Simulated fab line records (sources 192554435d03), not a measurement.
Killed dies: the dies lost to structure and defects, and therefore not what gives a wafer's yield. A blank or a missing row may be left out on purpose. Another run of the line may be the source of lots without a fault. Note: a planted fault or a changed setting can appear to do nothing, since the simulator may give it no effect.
Struck lot and sound lot, side by side / flow n5 finfet / 37 steps out of a route of 1938
Sound: these wafers, L358.1, L358.4, L358.5. Struck: wafer L352.6 (left out: L352.2, L352.3 of the same lot, which were not struck); the cause appears at the end.
Each step with rows lists, per side, the tool, then ch with its chambers, then its first start. Under that, the readings that differ: sound wafers / struck wafers / difference of the means / sigmas: that difference in standard deviations of wafers without a fault.
alike: a reading whose means differ by less than 2 such deviations, as well as words and numbers matching on both sides. not compared: withheld readings; readings where some wafer has no value; bounds like >300 that might hide an equal value; numbers whose values overlap and for which the record gives no deviation.
Wherever a step has rows on one side only, a row that says differs or no value, or a row with sigmas, the two part there. Numbers that don't overlap but have no deviation are shown without sigmas and don't part them. A reading that every wafer of one side lacks parts them only if that side has two wafers or more.

first, 9 steps without rows for these wafers: N5_BEOL_M8_ALD_77 (deposits TaN, target thk 2 nm, pulse time 2 s, purge time 3 s); N5_BEOL_M8_SURFACE_TREAT_79; N5_BEOL_M8_CVD_78 (deposits Co from CCTBA/H2, target thk 2 nm, time 142.3 s); N5_BEOL_M8_SPUTTER_48 (material Cu, target thk 10 nm, time 1.667 s); N5_BEOL_M8_ECD_50 (material Cu, target thk 300 nm); N5_BEOL_M8_ANNEAL_51 (time 90 s); N5_BEOL_M8_CMP_52 (polishes, stops on SiCOH lowk, t overpolish 6.9 s, target thk 80 nm); N5_BEOL_M8_PRE_CLEAN_55 (time 15 s); N5_BEOL_M8_DEP_56 (deposits SiCN from 3MS/NH3, target thk 10 nm, time 17.5 s).
N5_BEOL_M9_ILD_DEP_00: deposits SiCOH lowk from DEMS/porogen, target thk 308.51 nm, time 58 s.
  sound on pecvd-03 ch 2, day 14 17:57; struck on pecvd-04 ch 1, day 13 17:14
reading=model.SiCOH_lowk_of_BEOL_M9_ILD_DEP_00.thk nm (nm); sound=306.4 312.6 306; struck=345.8; difference=+37.5; sigmas=
  alike: heater power w, showerhead plenum p Torr, throttle valve pct
then, 1 step without rows for these wafers: N5_BEOL_M9_CURE_71 (cures SiCOH lowk, time 240 s).
N5_BEOL_M9_THK_MEAS_01:
  struck on film metro-01, day 13 17:49; sound on film metro-01, day 14 18:40
reading=M9_ILD_THK (nm); sound=266 271 266; struck=301; difference=+33; sigmas=+9
then, 23 steps without rows for these wafers: N5_BEOL_M9_PECVD_70 (deposits SiO2 from TEOS/O2, target thk 20 nm, time 22.7 s); N5_BEOL_M9_HM_DEP_02 (deposits TiN, target thk 20 nm); N5_BEOL_M9_COAT_59 (time 60 s, resist thk 100 nm); N5_BEOL_M9_COAT_60 (time 60 s, resist thk 30 nm); N5_BEOL_M9_COAT_05 (resist thk 90 nm); N5_BEOL_M9_EBR_07; N5_BEOL_M9_SOFTBAKE_06 (time 60 s); N5_BEOL_M9_EXPOSE_08 (exposes mask M9); N5_BEOL_M9_PEB_09 (peb time 60 s); N5_BEOL_M9_DEVELOP_10 (develop time 30 s); N5_BEOL_M9_DESCUM_16 (chemistry O2, time 7.9 s); N5_BEOL_M9_ETCH_61 (etches SiARC in CF4, target depth 39 nm, time 65 s); N5_BEOL_M9_ETCH_62 (etches SOC in N2/H2, target depth 110 nm, overetch 22 nm, time 165 s); N5_BEOL_M9_STRIP_68 (strips in N2/H2); N5_BEOL_M9_STRIP_67 (strips in CF4); N5_BEOL_M9_HM_OPEN_17 (chemistry Cl2/BCl3, target TiN, target depth 20 nm, overetch 6 nm); N5_BEOL_M9_STRIP_19 (strips in O2); N5_BEOL_M9_COAT_63 (time 60 s, resist thk 60 nm); N5_BEOL_M9_COAT_64 (time 60 s, resist thk 12 nm); N5_BEOL_M9_COAT_75 (time 60 s, resist thk 5 nm); N5_BEOL_M9_COAT_22 (resist thk 30 nm); N5_BEOL_M9_EBR_24; N5_BEOL_M9_SOFTBAKE_23 (time 60 s).
N5_BEOL_M9_CMP_52: polishes, stops on SiCOH lowk, t overpolish 7 s, target thk 140 nm.
  sound on cmp-04 ch 0,1,2, day 15 07:20; struck on cmp-02 ch 3, day 13 23:23
reading=model.SiCOH_lowk_of_BEOL_M9_ILD_DEP_00.thk nm (nm); sound=263 268.6 262.6; struck=298; difference=+33; sigmas=
  alike: motor current A, slurry flow ml min
-- record jumps: 2 days separate the struck wafers' starts on either side; left off in module BEOL_M9, taken up again in module PASSIVATION, whose first shown step is the route's number 1936 --
N5_PASSIVATION_PROBE_49:
  rows exist in the record for the struck wafers here (prober-02, day 16 10:00), but not for the sound ones

WHERE THEY PART
Last at N5_PASSIVATION_PROBE_49 as far as this record goes, first at N5_BEOL_M9_THK_MEAS_01.

WHY: the cause the simulator had injected
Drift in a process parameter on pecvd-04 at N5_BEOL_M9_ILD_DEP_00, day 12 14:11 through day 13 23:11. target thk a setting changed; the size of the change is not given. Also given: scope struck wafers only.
